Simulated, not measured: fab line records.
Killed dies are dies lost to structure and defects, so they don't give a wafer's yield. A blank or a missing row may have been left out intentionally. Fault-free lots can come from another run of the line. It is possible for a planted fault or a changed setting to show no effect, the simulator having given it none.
A struck lot beside a sound one / flow n5_finfet / 35 out of 1938 route steps
Sound: the wafers L507.3, L507.5, L507.6. Struck: wafers L518.3, L518.5. (L518.2 of the same lot was not struck and is left out.) The cause comes at the end.
Per side, at each step with rows, come the tool, then ch with its chambers, and then its first start. Under that, the readings that differ: sound wafers / struck wafers / difference of the means / sigmas: that difference in standard deviations of wafers without a fault.
alike: same words and numbers on both sides, and readings whose means sit less than 2 such deviations apart. not compared: any withheld reading, any reading some wafer has no value for, any bound like >300 that may hide the same value, and any number with overlapping values for which the record gives no deviation.
The two part at a step that has a row with sigmas, a row that says differs or no value, or rows on one side only. Numbers that have no deviation but don't overlap get no sigmas and don't part them. A reading that every wafer of one side lacks parts them only if that side has two wafers or more.

first, 9 steps without rows for these wafers: N5_BEOL_M5_ANNEAL_89 (time 1800 s); N5_BEOL_M5_SPUTTER_90 (material Cu, target thk 4.5 nm, time 8.29 s); N5_BEOL_M5_ECD_50 (material Cu, target thk 300 nm); N5_BEOL_M5_ANNEAL_51 (time 90 s); N5_BEOL_M5_CMP_52 (polishes, stops on SiCOH lowk, t overpolish 6.9 s, target thk 62 nm); N5_BEOL_M5_PRE_CLEAN_77 (time 15 s); N5_BEOL_M5_CO_CAP_78 (material Co, precursor CCTBA/H2, target thk 2 nm, time 102.1 s); N5_BEOL_M5_PRE_CLEAN_55 (time 15 s); N5_BEOL_M5_DEP_56 (deposits SiCN from 3MS/NH3, target thk 8 nm, time 14 s).
N5_BEOL_M6_ILD_DEP_00: deposits SiCOH lowk from DEMS/porogen, target thk 179.75 nm, time 33.4 s.
  sound on pecvd-03 ch 0,1, day 9 16:03; struck on pecvd-03 ch 1, day 14 07:22
reading=heater_power_w (W); sound=278 213 291; struck=356 355; difference=+95; sigmas=+2
reading=susceptor_temp_C (C); sound=299.88 299.65 300.12; struck=305.33 305.32; difference=+5.44; sigmas=+30
reading=model.SiCOH_lowk_of_BEOL_M6_ILD_DEP_00.thk_nm (nm); sound=177.6 182 181; struck=173 174.8; difference=-6; sigmas=
  alike: showerhead_plenum_p_Torr, throttle_valve_pct
then, 24 steps without rows for these wafers: N5_BEOL_M6_CURE_74 (cures SiCOH lowk, time 240 s); N5_BEOL_M6_PECVD_70 (deposits SiO2 from TEOS/O2, target thk 20 nm, time 22.7 s); N5_BEOL_M6_HM_DEP_02 (deposits TiN, target thk 20 nm); N5_BEOL_M6_COAT_59 (time 60 s, resist thk 100 nm); N5_BEOL_M6_COAT_60 (time 60 s, resist thk 35 nm); N5_BEOL_M6_COAT_05 (resist thk 90 nm); N5_BEOL_M6_EBR_07; N5_BEOL_M6_SOFTBAKE_06 (time 60 s); N5_BEOL_M6_EXPOSE_08 (exposes mask M6); N5_BEOL_M6_PEB_09 (peb time 60 s); N5_BEOL_M6_DEVELOP_10 (develop time 30 s); N5_BEOL_M6_DESCUM_16 (chemistry O2, time 7.9 s); N5_BEOL_M6_ETCH_61 (etches SiARC in CF4, target depth 45.5 nm, time 75.8 s); N5_BEOL_M6_ETCH_62 (etches SOC in N2/H2, target depth 110 nm, overetch 22 nm, time 165 s); N5_BEOL_M6_STRIP_68 (strips in N2/H2); N5_BEOL_M6_STRIP_67 (strips in CF4); N5_BEOL_M6_HM_OPEN_17 (chemistry Cl2/BCl3, target TiN, target depth 20 nm, overetch 6 nm); N5_BEOL_M6_STRIP_19 (strips in O2); N5_BEOL_M6_COAT_63 (time 60 s, resist thk 60 nm); N5_BEOL_M6_COAT_64 (time 60 s, resist thk 12 nm); N5_BEOL_M6_COAT_71 (time 60 s, resist thk 5 nm); N5_BEOL_M6_COAT_22 (resist thk 30 nm); N5_BEOL_M6_EBR_24; N5_BEOL_M6_SOFTBAKE_23 (time 60 s).
N5_BEOL_M6_CMP_52: polishes, stops on SiCOH lowk, t overpolish 6.9 s, target thk 80 nm.
  sound on cmp-02 ch 0,1, day 10 01:10; struck on cmp-02 ch 0, day 14 14:04
reading=model.SiCOH_lowk_of_BEOL_M6_ILD_DEP_00.thk_nm (nm); sound=150.2 154 153.2; struck=146 147.6; difference=-6; sigmas=
  alike: barrier_field_endpoint_s, motor_current_A, overpolish_run_s, time_to_endpoint_s
  not compared: pad_life_wafers

## WHERE THEY PART
Within this record, at N5_BEOL_M6_ILD_DEP_00 only. Later steps at which nothing parts them and some readings are alike: N5_BEOL_M6_CMP_52.

WHY: what the simulator had put in
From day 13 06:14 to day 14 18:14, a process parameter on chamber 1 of pecvd-03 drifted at N5_BEOL_M6_ILD_DEP_00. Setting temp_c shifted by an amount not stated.
